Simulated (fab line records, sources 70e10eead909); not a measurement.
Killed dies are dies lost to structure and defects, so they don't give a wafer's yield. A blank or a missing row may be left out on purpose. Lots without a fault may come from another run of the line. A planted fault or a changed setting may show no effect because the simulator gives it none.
fab line records | flow nand_harc
record lots=6 wafers=18 last_day=25
route steps=1159 shown A_STAIRCASE@686 END@1159
lots that met no fault: from a run of the same line without faults
start_h: hours from the record's first day to the start of the lot's first wafer shown | wait_h: hours since the lot's step before | " the same as in the row above | L1.1+2: a row that stands for several wafers | - no value, or no start given | * or withheld: withheld | < > ~ a bound
route shown NAME@n: a module of which the file shows steps, and the number in the route of the first | usual: mean/standard deviation of fault-free wafers | same: alike in all rows | chamber/n: place in a boat | sites: the reading at each site | _std_site: their standard deviation | _edge_site: outer sites' mean less inner sites' | radius_mm: how far each site lies from the wafer's centre | mask NAME#n: copy n | behind: the tool/chamber that last shaped the wafer | hold: why the lot was held/for how many hours/how that ended | device: the transistor (n, p or np) that didn't switch | end of line: the same wafers' tests at the end of the route | a step without rows: its recipe alone | killed: dies lost to structure and defects at the first sort, not the wafer's yield | map: a wafer's dies, x killed, . not, _ none there
set.NAME: the setting as run; set.NAME@STEP: as run at that earlier step | model.NAME: the simulator's own value behind a step, which no gauge read
lots at some steps of the route; a table a step, a row a wafer
services: from which hour (start_h, from the record's first day; less than 0 if before it) a tool's chamber was out of use, for how many hours, and why
## steps
# step NHARC_A_STAIRCASE_HARDBAKE_311
# recipe temp_c=120 time_s=140
# step NHARC_A_STAIRCASE_DESCUM_312
# recipe time_s=3 o2_flow_sccm=200 ar_flow_sccm=0 bias_power_w=0 chemistry=O2
# usual chamber_pressure_mTorr=60.00/0.055 drypump_motor_current_A=6.1/0.39 o2_flow_sccm=199.9/0.58 oes_product_au=0.999/0.011 rf_vpp_V=57.8/0.95 showerhead_plenum_p_Torr=1.93/0.085 throttle_valve_pct=11.312/0.0091
# columns lot.wafer tool chamber start_h wait_h chamber_pressure_mTorr drypump_motor_current_A o2_flow_sccm oes_product_au rf_hours_counter_h rf_vpp_V showerhead_plenum_p_Torr throttle_valve_pct
L935.2 rie_diel-06 2 253.86 - 59.92 6.4 200.4 0.989 2 57.6 1.95 11.328
L935.4 " 3 " " 60.03 5.7 200.3 0.999 1 58.0 1.96 11.298
L935.5 " 2 " " 59.97 6.4 200.2 0.985 - 56.6 1.95 11.307
L945.4 rie_diel-02 2 317.95 - 59.97 6.3 200.4 1.000 63 56.9 1.95 11.300
L945.2 " 3 " " 59.91 5.8 200.0 1.007 65 55.0 1.76 11.315
L945.5 " 0 " " 60.07 5.7 199.7 0.994 - 58.2 1.76 11.310
L944.3 rie_diel-02 1 319.29 - 59.98 6.7 199.6 0.993 58 58.8 1.99 11.315
L944.4 " 2 " " 59.97 6.3 200.0 0.995 - 55.9 1.95 11.303
L944.5 " 3 " " 59.99 5.9 200.1 0.999 - 56.5 1.76 11.311
L953.1 rie_diel-06 3 382.27 - 59.99 5.7 199.7 1.002 47 57.4 1.94 11.319
L953.3 " 1 " " 59.94 6.2 199.8 1.005 47 56.7 1.89 11.324
L953.6 " 2 " " 59.93 6.4 200.5 1.004 - 58.8 1.94 11.319
L954.4 rie_diel-07 3 384.20 - 60.02 5.5 200.1 0.983 53 57.8 1.99 11.308
L954.2 " 0 " " 60.05 6.3 200.4 1.010 57 58.2 1.99 11.302
L954.6 " 0 " " 59.99 6.3 199.5 1.007 - 58.1 1.99 11.313
L957.4 rie_diel-06 3 410.80 - 59.92 5.7 199.9 0.994 52 57.0 1.94 11.317
L957.1 " 1 " " 59.88 6.3 200.2 1.010 59 58.5 1.89 11.309
L957.6 " 0 " " 60.01 6.4 201.2 1.010 - 58.2 1.80 11.317
# step NHARC_A_STAIRCASE_ETCH_313
# recipe cf4_flow_sccm=100 chf3_flow_sccm=30 ar_flow_sccm=0 rf_w=500 bias_w=200 chemistry=CF4/CHF3
# usual chamber_pressure_mTorr=25.000/0.023 drypump_motor_current_A=6.1/0.38 oes_product_au=0.938/0.02 rf_vpp_V=371.1/2.5 showerhead_plenum_p_Torr=1.59/0.067 throttle_valve_pct=16.801/0.0091
# columns lot.wafer tool chamber start_h wait_h chamber_pressure_mTorr drypump_motor_current_A oes_product_au rf_hours_counter_h rf_vpp_V showerhead_plenum_p_Torr throttle_valve_pct
L935.2 rie_diel-06 1 253.94 0.1 24.971 6.2 0.970 2 369.8 1.57 16.781
L935.4 " 0 " " 24.994 6.3 0.985 2 367.4 1.50 16.789
L935.5 " 2 " " 24.987 6.4 0.943 - 371.5 1.60 16.819
L945.2 rie_diel-02 0 318.02 0.1 25.005 5.7 0.907 63 365.8 1.45 16.797
L945.4 " 1 " " 25.002 6.7 0.916 58 371.5 1.64 16.794
L945.5 " 0 " " 25.027 5.7 0.913 - 366.8 1.45 16.806
L944.3 rie_diel-02 3 319.39 0.1 25.009 5.9 0.958 65 367.0 1.46 16.810
L944.4 " 1 " " 25.013 6.7 0.961 - 372.3 1.64 16.780
L944.5 " 2 " " 25.021 6.3 0.949 - 371.1 1.60 16.796
L953.1 rie_diel-06 2 382.35 0.1 24.953 6.5 0.910 42 371.3 1.59 16.803
L953.3 " 0 " " 25.006 6.3 0.926 48 369.2 1.49 16.789
L953.6 " 1 " " 25.002 6.2 0.932 - 370.3 1.56 16.796
L954.4 rie_diel-07 2 386.16 2.0 24.986 6.0 0.920 52 374.9 1.67 16.788
L954.2 " 0 " " 24.998 6.3 0.936 58 372.8 1.63 16.800
L954.6 " 1 " " 24.955 5.4 0.937 - 369.5 1.55 16.796
L957.1 rie_diel-06 2 411.03 0.2 25.035 6.4 0.932 54 372.0 1.59 16.798
L957.4 " 0 " " 25.011 6.3 0.946 62 366.9 1.49 16.802
L957.6 " 3 " " 25.001 5.7 0.926 - 371.7 1.60 16.806
# step NHARC_A_STAIRCASE_HM_OPEN_463
# recipe o2_flow_sccm=400 cos_flow_sccm=20 ar_flow_sccm=0 rf_w=500 bias_w=300 chemistry=O2/COS
# usual chamber_pressure_mTorr=20.001/0.018 drypump_motor_current_A=6.1/0.39 o2_flow_sccm=400.0/1.1 oes_product_au=0.999/0.01 rf_vpp_V=467.7/2.9 showerhead_plenum_p_Torr=3.15/0.13 throttle_valve_pct=28.331/0.0088
# columns lot.wafer tool chamber start_h wait_h chamber_pressure_mTorr drypump_motor_current_A o2_flow_sccm oes_product_au rf_hours_counter_h rf_vpp_V showerhead_plenum_p_Torr throttle_valve_pct
L935.4 rie_diel-06 2 - - 20.004 6.5 400.7 0.985 2 468.5 3.18 28.332
L935.2 " 0 " " 19.993 6.4 400.6 1.001 2 464.1 2.98 28.360
L935.5 " 2 " " 20.005 6.4 400.4 0.985 - 467.8 3.18 28.316
L945.2 rie_diel-02 2 - - 19.991 6.3 401.3 0.989 63 468.0 3.18 28.335
L945.4 " 0 " " 19.997 5.7 398.4 0.986 63 462.4 2.88 28.317
L945.5 " 2 " " 20.001 6.3 399.9 0.986 - 467.5 3.18 28.306
L944.3 rie_diel-02 1 - - 20.006 6.7 401.4 0.992 58 470.0 3.25 28.336
L944.5 " 1 " " 20.008 6.7 400.4 0.983 - 469.9 3.25 28.322
L944.4 " 3 " " 19.985 5.9 400.4 0.994 - 462.5 2.89 28.337
L953.3 rie_diel-06 3 - - 19.982 5.7 399.5 1.000 47 469.4 3.17 28.319
L953.1 " 0 " " 20.026 6.4 403.2 1.000 48 463.7 2.96 28.319
L953.6 " 2 " " 19.972 6.4 401.4 0.996 - 467.1 3.16 28.337
L954.2 rie_diel-07 3 - - 19.982 5.5 401.0 0.998 55 469.0 3.24 28.339
L954.4 " 1 " " 20.013 5.4 400.2 1.017 50 465.4 3.07 28.327
L954.6 " 3 " " 19.977 5.5 400.0 0.993 - 468.8 3.24 28.332
L957.4 rie_diel-06 1 - - 20.038 6.3 401.5 1.001 60 465.0 3.08 28.338
L957.1 " 2 " " 20.009 6.5 399.0 0.981 54 468.4 3.16 28.337
L957.6 " 0 " " 20.029 6.4 398.8 1.002 - 464.0 2.95 28.318
# step NHARC_A_STAIRCASE_STRIP_464
# recipe o2_flow_sccm=400 cos_flow_sccm=20 ar_flow_sccm=0 bias_w=0 chemistry=O2/COS
# step NHARC_A_STAIRCASE_ETCH_453
# recipe target_depth_a=300 overetch_a=30 time_s=16.5 ion_energy_ev=100 cf4_flow_sccm=80 o2_flow_sccm=20 ar_flow_sccm=0 rf_w=300 bias_w=100 chemistry=CF4/O2
# usual chamber_pressure_mTorr=29.999/0.029 drypump_motor_current_A=6.1/0.39 o2_flow_sccm=20.00/0.064 oes_o_777_au=1.000/0.0045 oes_product_au=0.999/0.011 rf_vpp_V=198.0/1.5 showerhead_plenum_p_Torr=1.35/0.059 throttle_valve_pct=13.398/0.0086
# columns lot.wafer tool chamber start_h wait_h chamber_pressure_mTorr drypump_motor_current_A o2_flow_sccm oes_o_777_au oes_product_au rf_hours_counter_h rf_vpp_V showerhead_plenum_p_Torr throttle_valve_pct
L935.4 rie_diel-06 1 - - 29.990 6.2 20.00 1.009 1.004 2 199.0 1.33 13.407
L935.2 " 3 " " 30.046 5.7 20.02 0.999 1.008 2 199.2 1.37 13.384
L935.5 " 1 " " 30.001 6.2 19.99 1.005 1.004 - 197.9 1.33 13.400
L945.2 rie_diel-02 1 - - 29.959 6.7 19.98 0.996 0.998 58 198.6 1.39 13.390
L945.4 " 2 " " 30.020 6.3 20.05 1.001 0.976 63 198.2 1.36 13.398
L945.5 " 1 " " 30.054 6.8 20.05 0.993 0.990 - 199.0 1.39 13.403
L944.3 rie_diel-02 1 - - 29.973 6.7 20.03 0.998 0.994 58 199.7 1.39 13.405
L944.5 " 3 " " 29.984 5.8 19.94 1.002 1.000 - 196.6 1.23 13.415
L944.4 " 1 " " 30.014 6.7 20.00 0.989 0.988 - 199.5 1.39 13.397
L953.3 rie_diel-06 3 - - 29.991 5.7 20.12 0.989 1.002 47 198.4 1.36 13.401
L953.1 " 0 " " 29.980 6.4 20.06 0.998 1.006 48 196.3 1.26 13.412
L953.6 " 2 " " 29.988 6.4 19.98 1.004 0.982 - 197.3 1.35 13.416
L954.4 rie_diel-07 1 - - 29.987 5.4 19.98 0.998 1.018 50 197.5 1.31 13.396
L954.2 " 3 " " 29.999 5.4 19.93 0.991 0.996 55 199.4 1.39 13.396
L954.6 " 2 " " 29.982 6.0 19.98 1.002 1.002 - 199.8 1.42 13.382
L957.4 rie_diel-06 0 - - 29.976 6.3 19.92 0.994 1.016 62 196.1 1.26 13.396
L957.1 " 3 " " 29.974 5.7 20.08 1.000 1.002 53 199.0 1.35 13.390
L957.6 " 0 " " 30.030 6.4 19.88 0.999 1.003 - 195.9 1.26 13.401
# step NHARC_A_STAIRCASE_ETCH_315
# recipe target_depth_a=25000 time_s=607.1 ion_energy_ev=800 c4f8_flow_sccm=80 o2_flow_sccm=60 ar_flow_sccm=withheld rf_w=600 bias_w=3000 chemistry=C4F8/O2/Ar
# step NHARC_A_STAIRCASE_STRIP_316
# recipe o2_flow_sccm=500 ar_flow_sccm=0 bias_w=0 chemistry=O2
# usual chamber_pressure_mTorr=60.00/0.051 drypump_motor_current_A=6.1/0.38 o2_flow_sccm=499.9/1.5 oes_product_au=0.999/0.011 rf_vpp_V=57.9/0.93 showerhead_plenum_p_Torr=3.56/0.15 throttle_valve_pct=17.037/0.009
# columns lot.wafer tool chamber start_h wait_h chamber_pressure_mTorr drypump_motor_current_A o2_flow_sccm oes_product_au rf_hours_counter_h rf_vpp_V showerhead_plenum_p_Torr throttle_valve_pct
L935.2 rie_diel-06 1 - - 59.94 6.3 498.7 0.995 3 58.2 3.51 17.038
L935.4 " 3 " " 60.01 5.7 500.6 1.002 2 56.6 3.61 17.026
L935.5 " 1 " " 60.02 6.3 494.5 1.000 - 57.6 3.52 17.037
L945.2 rie_diel-02 1 - - 60.01 6.7 499.5 0.997 58 59.3 3.67 17.060
L945.5 " 3 " " 60.09 5.8 498.2 0.990 - 56.4 3.27 17.032
L945.4 " 1 " " 60.06 6.7 502.4 0.997 - 58.0 3.67 17.041
L944.3 rie_diel-02 1 - - 59.94 6.7 499.5 0.994 59 57.7 3.67 17.045
L944.4 " 1 " " 59.98 6.7 497.3 0.996 - 58.1 3.67 17.029
L944.5 " 2 " " 60.00 6.2 500.0 0.987 - 56.8 3.60 17.022
L953.3 rie_diel-06 1 - - 59.97 6.3 499.6 1.005 47 59.0 3.49 17.042
L953.1 " 2 " " 59.99 6.4 501.1 1.000 42 58.5 3.57 17.024
L953.6 " 1 " " 60.09 6.3 500.9 1.002 - 58.4 3.49 17.032
L954.4 rie_diel-07 3 - - 59.98 5.5 501.4 0.984 55 58.2 3.66 17.040
L954.2 " 0 " " 60.00 6.3 498.2 1.011 59 56.7 3.66 17.025
L954.6 " 3 " " 60.03 5.5 500.4 0.988 - 57.9 3.66 17.025
L957.1 rie_diel-06 2 - - 59.94 6.5 500.3 0.975 55 59.2 3.57 17.024
L957.4 " 1 " " 59.98 6.3 502.3 1.006 60 58.3 3.48 17.054
L957.6 " 2 " " 60.17 6.5 499.4 0.978 - 57.7 3.57 17.037
# step NHARC_A_STAIRCASE_STRIP_317
# recipe time_s=900 temp_c=130 chemistry=SPM
# step NHARC_A_STAIRCASE_PRECLEAN_318
# recipe time_s=* temp_c=50 bath_age_min=0 chemistry=SC1
# step NHARC_A_STAIRCASE_SRD_329
# step NHARC_A_STAIRCASE_ALD_415
# recipe target_thk_a=300 pulse_time_s=6 ald_cycles=300 temp_c=300 material=SiO2
# usual ald_cycles=300/0 heater_power_outer_w=250/21 heater_power_w=446/29 precursor_pulse_height_rel=1.000/0.018
# columns lot.wafer tool chamber start_h wait_h ald_cycles heater_power_outer_w heater_power_w precursor_pulse_height_rel
L935.4 ald_hk-02 2 256.18 0.5 300 239 445 0.992
L935.2 " 3 " " 300 227 395 0.989
L935.5 " 1 " " 300 232 435 0.997
L945.2 ald_hk-03 0 319.85 0.1 300 232 441 1.000
L945.4 " 1 " " 377 256 415 1.024
L945.5 " 1 " " 300 256 412 0.987
L944.3 ald_hk-03 3 321.78 0.1 300 267 480 1.018
L944.4 " 0 " " 377 243 450 1.018
L944.5 " 3 " " 300 275 461 0.995
L953.1 ald_hk-04 2 384.35 0.3 300 233 421 1.004
L953.3 " 0 " " 300 274 438 0.998
L953.6 " 2 " " 300 232 427 0.993
L954.4 ald_hk-02 3 388.43 0.3 300 238 422 0.975
L954.2 " 0 " " 300 246 415 1.014
L954.6 " 2 " " 300 244 450 0.983
L957.1 ald_hk-03 3 414.59 1.7 300 260 481 1.014
L957.4 " 0 " " 300 231 448 0.995
L957.6 " 0 " " 300 233 442 0.996
# step NHARC_A_STAIRCASE_ETCHBACK_416
# recipe target_depth_a=360 time_s=7.2 c4f8_flow_sccm=withheld o2_flow_sccm=8 ar_flow_sccm=withheld rf_w=600 bias_w=800 chemistry=C4F8/O2/Ar
# step NHARC_END_SORT_01
# recipe temp_c=25
# usual killed_at_array=26/9 killed_at_other=0.8/1.2 killed_at_periphery=3.2/2.3 killed_dies=30/9.1 killed_open=3.5/2 killed_short=1.8/1.4
# same gross_dies=677
# columns lot.wafer tool chamber start_h wait_h killed_at_array killed_at_other killed_at_periphery killed_dies killed_open killed_short
L945.2 prober-02 0 492.17 2.8 23 0 1 24 4 0
L945.4 prober-02 0 493.77 3.4 674 0 3 677 2 2
L945.5 prober-02 0 494.58 3.7 25 1 1 27 0 0
L944.3 prober-01 0 492.90 3.1 21 2 2 25 3 4
L944.4 prober-01 0 493.71 3.4 675 1 1 677 5 1
L944.5 prober-01 0 494.51 3.7 20 0 3 23 3 2
# killed by level:class
L945.2 A_CHANNEL_HOLE_D1:chamber_film_flake=14 A_CHANNEL_FILL_D1:chamber_film_flake=3 A_SOURCE_PLATE:geometric_particle:open=1 A_ONON_D1:geometric_particle:open=1 A_SGD_CUT:geometric_particle:open=1 A_CONTACT:geometric_particle:open=1 P_ZERO_WELL:chamber_film_flake=1 A_WL_FILL:chamber_film_flake=1
L944.3 A_SLIT:chamber_film_flake=7 A_CONTACT:chamber_film_flake=4 A_CHANNEL_HOLE_D1:chamber_film_flake=3 A_ONON_D1:geometric_particle:short=2 A_STAIRCASE:chamber_film_flake=2 P_GATE:geometric_particle:short=1 P_M1:geometric_particle:open=1 A_ONON_D1:geometric_particle:open=1
L944.4 A_STAIRCASE:area_ald=650 A_SLIT:chamber_film_flake=9 A_CHANNEL_HOLE_D1:chamber_film_flake=5 A_CHANNEL_FILL_D1:chamber_film_flake=3 A_CONTACT:chamber_film_flake=3 A_CONTACT:geometric_particle:open=2 P_M0:geometric_particle:open=1 A_BLC:geometric_particle:open=1
L945.4 A_STAIRCASE:area_ald=647 A_CHANNEL_HOLE_D1:chamber_film_flake=14 A_CONTACT:chamber_film_flake=6 A_STAIRCASE:chamber_film_flake=2 P_M1:geometric_particle:short=1 P_M2:geometric_particle:open=1 A_SOURCE_PLATE:geometric_particle:open=1 A_ONON_D1:geometric_particle:short=1
L944.5 A_SLIT:chamber_film_flake=8 A_CONTACT:chamber_film_flake=4 A_CHANNEL_HOLE_D1:chamber_film_flake=3 P_GATE:geometric_particle:open=1 P_CONTACT:geometric_particle:open=1 P_M0:geometric_particle:open=1 A_CHANNEL_HOLE_D1:geometric_particle:short=1 A_WL_FILL:geometric_particle:short=1
L945.5 A_CHANNEL_HOLE_D1:chamber_film_flake=18 A_CONTACT:chamber_film_flake=4 A_STAIRCASE:chamber_film_flake=2 P_ZERO_WELL:chamber_film_flake=1 A_ZERO_WELL:chamber_film_flake=1 THIN_TSV:chamber_film_flake=1
# map L944.4 (x killed, . not)
____________x____________
_________xxxxxxx_________
_______xxxxxxxxxxx_______
______xxxxxxxxxxxxx______
_____xxxxxxxxxxxxxxx_____
____xxxxxxxxxxxxxxxxx____
____xxxxxxxxxxxxxxxxx____
___xxxxxxxxxxxxxxxxxxx___
___xxxxxxxxxxxxxxxxxxx___
__xxxxxxxxxxxxxxxxxxxxx__
__xxxxxxxxxxxxxxxxxxxxx__
_xxxxxxxxxxxxxxxxxxxxxxx_
_xxxxxxxxxxxxxxxxxxxxxxx_
_xxxxxxxxxxxxxxxxxxxxxxx_
_xxxxxxxxxxxxxxxxxxxxxxx_
_xxxxxxxxxxxxxxxxxxxxxxx_
xxxxxxxxxxxxxxxxxxxxxxxxx
xxxxxxxxxxxxxxxxxxxxxxxxx
xxxxxxxxxxxxxxxxxxxxxxxxx
xxxxxxxxxxxxxxxxxxxxxxxxx
xxxxxxxxxxxxxxxxxxxxxxxxx
_xxxxxxxxxxxxxxxxxxxxxxx_
_xxxxxxxxxxxxxxxxxxxxxxx_
_xxxxxxxxxxxxxxxxxxxxxxx_
_xxxxxxxxxxxxxxxxxxxxxxx_
_xxxxxxxxxxxxxxxxxxxxxxx_
__xxxxxxxxxxxxxxxxxxxxx__
__xxxxxxxxxxxxxxxxxxxxx__
___xxxxxxxxxxxxxxxxxxx___
___xxxxxxxxxxxxxxxxxxx___
____xxxxxxxxxxxxxxxxx____
____xxxxxxxxxxxxxxxxx____
_____xxxxxxxxxxxxxxx_____
______xxxxxxxxxxxxx______
_______xxxxxxxxxxx_______
_________xxxxxxx_________
____________x____________
# map L945.4 (x killed, . not)
____________x____________
_________xxxxxxx_________
_______xxxxxxxxxxx_______
______xxxxxxxxxxxxx______
_____xxxxxxxxxxxxxxx_____
____xxxxxxxxxxxxxxxxx____
____xxxxxxxxxxxxxxxxx____
___xxxxxxxxxxxxxxxxxxx___
___xxxxxxxxxxxxxxxxxxx___
__xxxxxxxxxxxxxxxxxxxxx__
__xxxxxxxxxxxxxxxxxxxxx__
_xxxxxxxxxxxxxxxxxxxxxxx_
_xxxxxxxxxxxxxxxxxxxxxxx_
_xxxxxxxxxxxxxxxxxxxxxxx_
_xxxxxxxxxxxxxxxxxxxxxxx_
_xxxxxxxxxxxxxxxxxxxxxxx_
xxxxxxxxxxxxxxxxxxxxxxxxx
xxxxxxxxxxxxxxxxxxxxxxxxx
xxxxxxxxxxxxxxxxxxxxxxxxx
xxxxxxxxxxxxxxxxxxxxxxxxx
xxxxxxxxxxxxxxxxxxxxxxxxx
_xxxxxxxxxxxxxxxxxxxxxxx_
_xxxxxxxxxxxxxxxxxxxxxxx_
_xxxxxxxxxxxxxxxxxxxxxxx_
_xxxxxxxxxxxxxxxxxxxxxxx_
_xxxxxxxxxxxxxxxxxxxxxxx_
__xxxxxxxxxxxxxxxxxxxxx__
__xxxxxxxxxxxxxxxxxxxxx__
___xxxxxxxxxxxxxxxxxxx___
___xxxxxxxxxxxxxxxxxxx___
____xxxxxxxxxxxxxxxxx____
____xxxxxxxxxxxxxxxxx____
_____xxxxxxxxxxxxxxx_____
______xxxxxxxxxxxxx______
_______xxxxxxxxxxx_______
_________xxxxxxx_________
____________x____________
## services
# columns tool chamber start_h hours kind
rie_diel-06 - 241.20 9.0 pm
rie_diel-06 0 241.20 9.0 vent_cycle
rie_diel-06 1 241.20 9.0 vent_cycle
rie_diel-06 2 241.20 9.0 vent_cycle
rie_diel-06 3 241.20 9.0 vent_cycle
rie_diel-06 0 250.20 - clean
rie_diel-06 1 250.20 - clean
rie_diel-06 2 250.20 - clean
rie_diel-06 3 250.20 - clean
rie_diel-06 0 274.70 - clean
rie_diel-06 1 274.70 - clean
rie_diel-06 2 274.70 - clean
rie_diel-06 3 274.70 - clean
rie_diel-07 1 287.55 13.4 repair
rie_diel-06 2 289.33 6.8 repair
rie_diel-06 0 299.23 - clean
rie_diel-06 1 299.23 - clean
rie_diel-02 0 318.79 4.1 repair
rie_diel-02 - 327.76 9.0 pm
rie_diel-06 3 360.12 2.1 repair
ald_hk-04 - 364.00 10.0 pm
rie_diel-07 - 396.21 0.8 repair
ald_hk-03 - 400.99 0.8 repair
rie_diel-07 - 405.23 9.0 pm
## key
first_sign step=NHARC_A_STAIRCASE_ALD_415 reading=ald_cycles direction=up sigmas=99+ usual=300 struck=377
effect step=NHARC_END_SORT_01 reading=killed_at_array direction=up sigmas=72 usual=26 struck=674
more_kills_born_at NHARC_A_STAIRCASE_ALD_415@ald_hk-03=1297
met_at NHARC_A_STAIRCASE_ALD_415
struck_wafers L944.4,L945.4
later_rows_left_out L944.4,L945.4
tester_left_out L944,L945
fault kind=process_parameter_drift tool=ald_hk-03 chamber=- onset_h=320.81 steps=NHARC_A_STAIRCASE_ALD_415 channel=ald_cycles offset=77 shape=step end_h=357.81 scope=struck_wafers_only acts_in=these_recipes_only stated=300
# tester_left_out: of these lots the tester's yield and bins aren't shown, on N5 and GAA mostly nor the transistor test; their killed dies are dies lost to structure and defects alone, not to doping, threshold or leakage, so they don't give the yield
# later_rows_left_out: the simulator's readings of these wafers behind a module that went badly wrong aren't trusted and aren't shown, but for the sort
